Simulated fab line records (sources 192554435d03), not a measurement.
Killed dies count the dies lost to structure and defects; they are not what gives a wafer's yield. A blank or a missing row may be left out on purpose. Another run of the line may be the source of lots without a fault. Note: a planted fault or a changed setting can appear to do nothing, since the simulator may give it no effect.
Chamber matching	flow n5Finfet	cmp-02 running N5_DUMMY_GATE_CMP_04: 4 sister chambers
The step polishes a-Si. 14 wafers are shown with their chamber, then 7 later ones without.

## EACH WAFER AND ITS CHAMBER
wafer	chamber	timeToEndpointS (s)	motorCurrentA (A)	retainingRingPressureFrac
L522.1	1	10.2	9.0	1.003
L522.5	2	10.7	9.8	1.002
L522.6	3	11.3	9.8	0.996
L525.4	2	14.3	9.8	1.001
L525.5	3	13.6	10.1	1.006
L525.6	2	15.7	9.1	0.992
L526.2	2	9.6	10.0	1.002
L526.4	3	12.9	9.7	1.010
L526.5	1	6.8	9.4	0.987
L527.4	0	14.0	9.8	1.006
L527.5	2	13.0	9.7	1.007
L527.6	3	12.2	9.5	1.001
L528.1	2	14.1	10.2	0.995
L528.2	3	14.7	10.0	1.004

SIGNATURES (means of the wafers above)
reading	chamber 0	chamber 1	chamber 2	chamber 3	scatter within a chamber
timeToEndpointS	14.000	8.500	12.900	12.940	1.99
motorCurrentA	9.800	9.200	9.767	9.820	0.316
retainingRingPressureFrac	1.00600	0.99500	0.99983	1.00340	0.00621
Rule: for each reading, subtract the chamber's mean from the wafer's reading, divide by that reading's scatter and square the result; add these up over the readings and take the root, which gives the wafer's distance from the chamber. The wafer belongs to the nearest chamber; if the next one is less than 2 further off, it can't be placed. How the scatter is found: for the shown wafers, subtract from each reading the mean of its chamber, square and add these, divide the total by (wafers less chambers), then take the root.

## WAFERS MISSING THEIR CHAMBER
wafer	timeToEndpointS (s)	motorCurrentA (A)	retainingRingPressureFrac
L528.4	13.2	10.0	0.995
L540.2	15.2	10.2	0.997
L540.4	15.7	10.1	1.005
L540.6	13.9	9.6	1.004
L541.1	13.9	8.9	1.012
L541.2	16.3	10.3	0.997
L541.6	12.9	9.3	1.000

## WHICH CHAMBER EACH ONE RAN IN
wafer	from the rows above	in truth
L528.4	can't be placed: 2 or 3 or 0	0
L540.2	can't be placed: 2 or 3 or 0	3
L540.4	can't be placed: 0 or 3 or 2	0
L540.6	can't be placed: 0 or 3 or 2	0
L541.1	can't be placed: 0 or 3 or 2 or 1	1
L541.2	can't be placed: 0 or 2 or 3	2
L541.6	can't be placed: 2 or 3 or 0 or 1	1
0 of 7 placed correctly. These rows do not allow placing 7 (true chamber among the candidates in 7). 0 placed wrongly.
